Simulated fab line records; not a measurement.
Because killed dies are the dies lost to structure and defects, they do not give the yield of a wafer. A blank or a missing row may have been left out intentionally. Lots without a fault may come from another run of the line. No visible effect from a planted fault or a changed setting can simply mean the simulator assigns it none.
Matching of chambers	flow n5 finfet	4 sister chambers for N5_STI_FIN_REVEAL_ALD_00 on ald sin-01
The step deposits SiO2, target thk 1 nm, pulse time 1 s. 4 wafers are shown with their chamber, then 7 later ones without.

## WAFERS WITH THEIR CHAMBER
wafer	chamber	heater power w (W)
L405.5	0	499
L405.6	3	505
L406.1	2	432
L406.2	1	487

## WAFERS WHOSE CHAMBER IS MISSING
wafer	heater power w (W)
L406.4	499
L415.3	426
L415.4	480
L415.6	502
L417.1	498
L417.4	507
L417.6	521

## CHAMBER TAKEN BY EACH
wafer	from the rows above	in truth
L406.4	can't be placed: 0 or 3 or 1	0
L415.3	2	2
L415.4	can't be placed: 1 or 0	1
L415.6	can't be placed: 0 or 3 or 1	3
L417.1	can't be placed: 0 or 3 or 1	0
L417.4	can't be placed: 3 or 0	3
L417.6	can't be placed: 3 or 0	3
Placed correctly: 1 of 7. Unplaceable from these rows: 6, with the true chamber sitting among the candidates in 6. Placed wrongly: 0.
How it was worked out, from the rows above alone: a wafer's distance from a chamber is the root of the sum, over the readings, of the square of ((its reading less the chamber's mean) divided by the reading's scatter). If the next closest chamber is less than 2 further off than the closest, the wafer can't be placed; otherwise it belongs to the closest. Each chamber's mean is taken over the wafers shown for it. The scatter (one wafer shown for each chamber): square how far every hidden wafer sits from the nearest shown wafer, average those squares and take the square root.
